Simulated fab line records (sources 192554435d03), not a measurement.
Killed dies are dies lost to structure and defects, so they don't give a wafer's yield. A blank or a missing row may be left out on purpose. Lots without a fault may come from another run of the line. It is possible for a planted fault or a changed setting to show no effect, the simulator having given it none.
Matching of chambers :: flow n5-finfet :: 3 sister chambers for N5_BEOL_M1_PECVD_72 on pecvd-01
The step deposits SiO2 from TEOS/O2, target thk 16 nm, time 18 s. 14 wafers are shown with their chamber, then 7 later ones without.

WAFERS PAIRED WITH THEIR CHAMBERS
wafer: L074.2
chamber: 2
throttle-valve-pct (%): 22.0
showerhead-plenum-p-Torr (Torr): 8.62
heater-power-w (W): 556

wafer: L074.3
chamber: 0
throttle-valve-pct (%): 25.5
showerhead-plenum-p-Torr (Torr): 8.65
heater-power-w (W): 762

wafer: L074.5
chamber: 0
throttle-valve-pct (%): 25.3
showerhead-plenum-p-Torr (Torr): 8.66
heater-power-w (W): 782

wafer: L076.2
chamber: 0
throttle-valve-pct (%): 25.1
showerhead-plenum-p-Torr (Torr): 8.64
heater-power-w (W): 677

wafer: L076.4
chamber: 1
throttle-valve-pct (%): 24.5
showerhead-plenum-p-Torr (Torr): 8.75
heater-power-w (W): 625

wafer: L076.5
chamber: 0
throttle-valve-pct (%): 25.5
showerhead-plenum-p-Torr (Torr): 8.66
heater-power-w (W): 680

wafer: L079.3
chamber: 2
throttle-valve-pct (%): 21.7
showerhead-plenum-p-Torr (Torr): 8.62
heater-power-w (W): 633

wafer: L079.4
chamber: 0
throttle-valve-pct (%): 25.3
showerhead-plenum-p-Torr (Torr): 8.65
heater-power-w (W): 677

wafer: L079.6
chamber: 2
throttle-valve-pct (%): 21.9
showerhead-plenum-p-Torr (Torr): 8.65
heater-power-w (W): 634

wafer: L089.3
chamber: 1
throttle-valve-pct (%): 24.6
showerhead-plenum-p-Torr (Torr): 8.75
heater-power-w (W): 586

wafer: L089.5
chamber: 2
throttle-valve-pct (%): 22.0
showerhead-plenum-p-Torr (Torr): 8.65
heater-power-w (W): 510

wafer: L089.6
chamber: 1
throttle-valve-pct (%): 24.6
showerhead-plenum-p-Torr (Torr): 8.72
heater-power-w (W): 576

wafer: L090.1
chamber: 2
throttle-valve-pct (%): 21.9
showerhead-plenum-p-Torr (Torr): 8.64
heater-power-w (W): 601

wafer: L090.2
chamber: 1
throttle-valve-pct (%): 24.4
showerhead-plenum-p-Torr (Torr): 8.76
heater-power-w (W): 590

SIGNATURES (averages over the wafers above)
reading: throttle-valve-pct
chamber 0: 25.340
chamber 1: 24.525
chamber 2: 21.900
scatter within a chamber: 0.135

reading: showerhead-plenum-p-Torr
chamber 0: 8.6520
chamber 1: 8.7450
chamber 2: 8.6360
scatter within a chamber: 0.0138

reading: heater-power-w
chamber 0: 715.60
chamber 1: 594.25
chamber 2: 586.80
scatter within a chamber: 46.3
Rule: for each reading, subtract the chamber's mean from the wafer's reading, divide by that reading's scatter and square the result; add these up over the readings and take the root, which gives the wafer's distance from the chamber. The wafer belongs to the nearest chamber; if the next one is less than 2 further off, it can't be placed. The scatter is the square root of a quotient: the sum, over the shown wafers, of each reading's squared deviation from its chamber's mean, divided by wafers minus chambers.

WAFERS MISSING THEIR CHAMBER
wafer: L090.4
throttle-valve-pct (%): 25.5
showerhead-plenum-p-Torr (Torr): 8.64
heater-power-w (W): 732

wafer: L093.1
throttle-valve-pct (%): 21.9
showerhead-plenum-p-Torr (Torr): 8.61
heater-power-w (W): 611

wafer: L093.3
throttle-valve-pct (%): 25.3
showerhead-plenum-p-Torr (Torr): 8.64
heater-power-w (W): 710

wafer: L093.6
throttle-valve-pct (%): 25.4
showerhead-plenum-p-Torr (Torr): 8.63
heater-power-w (W): 717

wafer: L095.1
throttle-valve-pct (%): 22.0
showerhead-plenum-p-Torr (Torr): 8.64
heater-power-w (W): 585

wafer: L095.2
throttle-valve-pct (%): 24.7
showerhead-plenum-p-Torr (Torr): 8.75
heater-power-w (W): 674

wafer: L095.5
throttle-valve-pct (%): 25.3
showerhead-plenum-p-Torr (Torr): 8.67
heater-power-w (W): 755

EACH ONE'S CHAMBER
wafer: L090.4
from the rows above: 0
in truth: 0

wafer: L093.1
from the rows above: 2
in truth: 2

wafer: L093.3
from the rows above: 0
in truth: 0

wafer: L093.6
from the rows above: 0
in truth: 0

wafer: L095.1
from the rows above: 2
in truth: 2

wafer: L095.2
from the rows above: 1
in truth: 1

wafer: L095.5
from the rows above: 0
in truth: 0
Correct placement for 7 of the 7. Left unplaced by these rows: 0. Number placed wrongly: 0.
